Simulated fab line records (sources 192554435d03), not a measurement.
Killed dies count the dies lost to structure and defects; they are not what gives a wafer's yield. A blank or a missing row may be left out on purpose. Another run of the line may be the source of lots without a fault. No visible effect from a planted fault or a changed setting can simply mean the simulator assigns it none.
Chamber matching + flow n5-finfet + N5_BEOL_M5_ILD_DEP_00 on pecvd-02: 3 sister chambers
The step deposits SiCOH lowk from DEMS/porogen, target thk 140.64 nm, time 25.9 s. 14 wafers are shown with their chamber, then 7 later ones without.

== WAFERS PAIRED WITH THEIR CHAMBERS ==
| wafer  | chamber | throttle-valve-pct (%) | heater-power-w (W) | showerhead-plenum-p-Torr (Torr) |
|--------|---------|------------------------|--------------------|---------------------------------|
| L314.1 | 2       | 13.9                   | 331                | 5.758                           |
| L314.5 | 0       | 15.4                   | 333                | 5.748                           |
| L314.6 | 2       | 14.0                   | 270                | 5.758                           |
| L317.3 | 1       | 14.0                   | 357                | 5.765                           |
| L317.5 | 2       | 14.3                   | 298                | 5.754                           |
| L317.6 | 1       | 14.2                   | 368                | 5.761                           |
| L318.2 | 0       | 15.3                   | 338                | 5.723                           |
| L318.5 | 0       | 14.9                   | 339                | 5.732                           |
| L318.6 | 2       | 14.2                   | 300                | 5.747                           |
| L320.1 | 1       | 14.0                   | 363                | 5.753                           |
| L320.4 | 0       | 15.1                   | 343                | 5.724                           |
| L320.6 | 1       | 14.2                   | 369                | 5.744                           |
| L321.1 | 1       | 14.1                   | 358                | 5.746                           |
| L321.2 | 2       | 14.1                   | 278                | 5.747                           |

SIGNATURES, as means of the wafers listed above
| reading                  | chamber 0 | chamber 1 | chamber 2 | scatter within a chamber |
|--------------------------|-----------|-----------|-----------|--------------------------|
| throttle-valve-pct       | 15.175    | 14.100    | 14.100    | 0.162                    |
| heater-power-w           | 338.25    | 363.00    | 295.40    | 14.8                     |
| showerhead-plenum-p-Torr | 5.73175   | 5.75380   | 5.75280   | 0.00883                  |
Rule: a wafer lies at a distance from a chamber equal to the root of the sum of squares, over the readings, of (its reading less the chamber's mean, divided by the reading's scatter). If the next closest chamber is less than 2 further off than the closest, the wafer can't be placed; otherwise it belongs to the closest. The scatter: take each reading less its chamber's mean, square it, sum over the shown wafers, divide by the number of wafers less the number of chambers, and take the root.

== WAFERS WITH NO CHAMBER GIVEN ==
| wafer  | throttle-valve-pct (%) | heater-power-w (W) | showerhead-plenum-p-Torr (Torr) |
|--------|------------------------|--------------------|---------------------------------|
| L321.5 | 14.1                   | 281                | 5.754                           |
| L332.1 | 13.7                   | 337                | 5.740                           |
| L332.4 | 13.9                   | 337                | 5.744                           |
| L332.5 | 15.2                   | 336                | 5.729                           |
| L335.2 | 14.0                   | 375                | 5.763                           |
| L335.3 | 14.4                   | 308                | 5.757                           |
| L335.6 | 14.1                   | 303                | 5.753                           |

== WHICH CHAMBER EACH WENT THROUGH ==
| wafer  | from the rows above     | in truth                   |
|--------|-------------------------|----------------------------|
| L321.5 | 2                       | 2                          |
| L332.1 | can't be placed: 1 or 2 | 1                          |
| L332.4 | can't be placed: 1 or 2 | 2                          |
| L332.5 | 0                       | 0                          |
| L335.2 | 1                       | 1                          |
| L335.3 | 2                       | 2                          |
| L335.6 | 2                       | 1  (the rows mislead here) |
Correctly placed: 4 of 7. Unplaceable from these rows: 2, with the true chamber sitting among the candidates in 2. 1 placed wrongly.
